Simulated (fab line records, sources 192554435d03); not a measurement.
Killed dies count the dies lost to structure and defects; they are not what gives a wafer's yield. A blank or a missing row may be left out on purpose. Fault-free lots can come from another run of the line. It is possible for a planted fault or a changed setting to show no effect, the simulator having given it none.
Chamber matching -- flow n5-finfet -- N5_BEOL_M5_STRIP_19 on rie-diel-06 has 4 sister chambers
The step strips in O2. 20 wafers are shown with their chamber, then 10 later ones without.

## WAFERS, EACH WITH ITS CHAMBER
wafer,chamber,showerhead-plenum-p-Torr (Torr),throttle-valve-pct (%),oes-product-au (a.u.)
L077.1,2,2.11,16.60,0.79
L077.4,1,2.05,16.67,0.92
L077.6,0,2.19,16.69,0.75
L076.4,2,2.11,16.61,0.78
L076.5,1,2.05,16.64,0.91
L076.6,2,2.11,16.60,0.78
L078.4,0,2.19,16.69,0.76
L078.5,1,2.05,16.66,0.92
L078.6,2,2.11,16.62,0.78
L083.2,2,2.10,16.66,0.77
L083.3,0,2.18,16.74,0.74
L083.4,0,2.18,16.72,0.75
L084.4,0,2.18,16.73,0.74
L084.5,2,2.10,16.66,0.77
L084.6,1,2.05,16.70,0.88
L090.3,2,2.10,16.66,0.76
L090.5,3,2.23,16.16,0.94
L090.6,0,2.18,16.74,0.73
L088.2,1,2.04,16.69,0.87
L088.5,1,2.04,16.69,0.87

SIGNATURES (means of the wafers above)
reading,chamber 0,chamber 1,chamber 2,chamber 3,scatter within a chamber
showerhead-plenum-p-Torr,2.1833,2.0467,2.1057,2.2300,0.00523
throttle-valve-pct,16.7183,16.6750,16.6300,16.1600,0.0253
oes-product-au,0.7450,0.8950,0.7757,0.9400,0.016
Rule: distance of a wafer from a chamber = root of the sum over the readings of ((wafer's reading minus chamber's mean) / reading's scatter) squared. If the next closest chamber is less than 2 further off than the closest, the wafer can't be placed; otherwise it belongs to the closest. The scatter is the square root of a quotient: the sum, over the shown wafers, of each reading's squared deviation from its chamber's mean, divided by wafers minus chambers.

## WAFERS MISSING THEIR CHAMBER
wafer,showerhead-plenum-p-Torr (Torr),throttle-valve-pct (%),oes-product-au (a.u.)
L088.6,2.18,16.76,0.73
L095.4,2.10,16.68,0.75
L095.5,2.04,16.70,0.86
L095.6,2.10,16.68,0.75
L091.1,2.04,16.71,0.87
L091.2,2.23,16.15,0.93
L091.3,2.18,16.77,0.73
L089.1,2.23,16.17,0.93
L089.2,2.10,16.69,0.76
L089.3,2.17,16.75,0.73

## CHAMBER TAKEN BY EACH
wafer,from the rows above,in truth
L088.6,0,0
L095.4,2,2
L095.5,1,1
L095.6,2,2
L091.1,1,1
L091.2,3,3
L091.3,0,0
L089.1,3,3
L089.2,2,2
L089.3,0,0
Correct placement for 10 of the 10. Number that these rows cannot place: 0. Number placed wrongly: 0.
